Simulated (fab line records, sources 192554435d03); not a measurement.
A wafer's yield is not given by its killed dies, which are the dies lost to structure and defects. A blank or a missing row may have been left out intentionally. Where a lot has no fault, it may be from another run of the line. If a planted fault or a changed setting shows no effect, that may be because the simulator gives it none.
Which tool was responsible? ; flow n5-finfet ; 10 lots with 30 wafers sampled at 3 steps, on a route of 1938 steps

WHAT THE GAUGES SHOWED, per wafer
N5_BEOL_M6_INSPECT_13: inspects for defects (brightfield).
lot;measured;on;raw-defect-count
L913;day 9 18:13;defect-inspect-01;385 430 380
L914;day 10 03:44;defect-inspect-02;325 365 412
L918;day 11 01:16;defect-inspect-01;371 525 487
L919;day 11 10:39;defect-inspect-02;415 354 489
L922;day 12 01:13;defect-inspect-01;367 419 297
L921;day 12 11:04;defect-inspect-01;362 358 405
L930;day 14 03:07;defect-inspect-01;318 385 330
L933;day 14 21:32;defect-inspect-02;314 337 269
L935;day 16 00:29;defect-inspect-02;390 426 364
L936;day 16 04:53;defect-inspect-02;463 425 517

N5_BEOL_M6_CD_MEAS_18: pitch 80 nm, target cd 40 nm.
lot;measured;on;cd-nm (nm)
L913;day 9 18:48;cd-sem-03;40.0 40.5 40.1
L914;day 10 04:13;cd-sem-03;39.7 39.7 40.2
L918;day 11 01:55;cd-sem-02;40.3 39.9 40.4
L919;day 11 11:08;cd-sem-03;40.6 39.9 40.1
L922;day 12 02:11;cd-sem-01;39.7 40.1 40.3
L921;day 12 11:34;cd-sem-01;39.5 40.0 39.6
L930;day 14 03:49;cd-sem-03;41.0 39.8 41.6
L933;day 14 22:31;cd-sem-03;39.4 39.9 39.4
L935;day 16 01:21;cd-sem-02;40.2 40.6 40.4
L936;day 16 05:23;cd-sem-01;39.5 40.5 39.9

WHAT TOOL EACH LOT RAN ON (gives the tool, then ch and the chambers of the sampled wafers, and finally the start)
lot;N5_BEOL_M6_ETCH_61
L913;rie-diel-04 ch 1,3, day 9 18:17
L914;rie-diel-01 ch 2,3, day 10 03:48
L918;rie-diel-01 ch 2,3, day 11 01:28
L919;rie-diel-03 ch 0,2, day 11 10:43
L922;rie-diel-01 ch 1,3, day 12 01:44
L921;rie-diel-01 ch 0,1, day 12 11:08
L930;rie-diel-03 ch 0,1,3, day 14 03:22
L933;rie-diel-01 ch 0,1,2, day 14 21:55
L935;rie-diel-03 ch 0,1,3, day 16 00:52
L936;rie-diel-01 ch 0,1,3, day 16 04:57
- N5_BEOL_M6_ETCH_61: etches SiARC in CF4, target depth 45.5 nm, time 75.8 s.

WHAT THE TOOLS THEMSELVES READ (means of the sampled wafers that have a number; where no wafer has one, the mark that the record gives instead)
N5_BEOL_M6_ETCH_61.
lot;tool;bias-w (W);chamber-pressure-mTorr (mTorr);drypump-motor-current-A (A);etch-rf-on-time-s (s);oes-product-au (a.u.);rf-vpp-V (V);showerhead-plenum-p-Torr (Torr);throttle-valve-pct (%)
L913;rie-diel-04;35.99;40.02;5.4;75.1;0.77;186.1;2.27;15.33
L914;rie-diel-01;36.05;39.94;5.7;74.6;0.76;184.9;2.21;15.48
L918;rie-diel-01;35.94;40.03;6.0;74.6;0.74;184.0;2.16;15.55
L919;rie-diel-03;35.97;40.02;5.4;76.2;0.66;182.6;2.06;15.64
L922;rie-diel-01;36.05;40.05;5.9;75.1;0.72;184.2;2.15;15.59
L921;rie-diel-01;36.00;40.00;5.3;75.3;0.70;185.3;2.22;15.56
L930;rie-diel-03;36.07;39.97;5.6;76.0;0.68;183.8;2.17;15.63
L933;rie-diel-01;35.97;40.00;5.4;76.4;0.68;184.8;2.22;15.56
L935;rie-diel-03;36.04;40.00;5.6;75.4;0.75;183.5;2.17;15.49
L936;rie-diel-01;36.09;40.03;5.7;75.0;0.67;184.1;2.16;15.64

THE ANSWER, worked out from the rows above alone
Rule: the lots themselves supply what counts as usual. The widest of any qualifying gaps counts: lots, ordered by their means at a reading, are off when they make up no more than a third of the lots, leave a main group of 4 or more, and stand apart from it by 3 or more times the standard deviation of that group's means. If all means in a main group match to the digits the tables above print for the reading, that group is not used. Also off: a lot with no number at a reading for which 4 or more lots have one. Where the step has rows for the other lots, those lots are counted as sound. After the gauges, taken in route order, come the tools' own readings; for these a lot's mean is taken, as printed above. The first step at which some lot is off is used, and at that step the reading that is off furthest; a lot without a number counts as furthest.
No lot is off on any of the readings shown, so nothing can be concluded from this.

WHAT HAD BEEN PUT IN BY THE SIMULATOR
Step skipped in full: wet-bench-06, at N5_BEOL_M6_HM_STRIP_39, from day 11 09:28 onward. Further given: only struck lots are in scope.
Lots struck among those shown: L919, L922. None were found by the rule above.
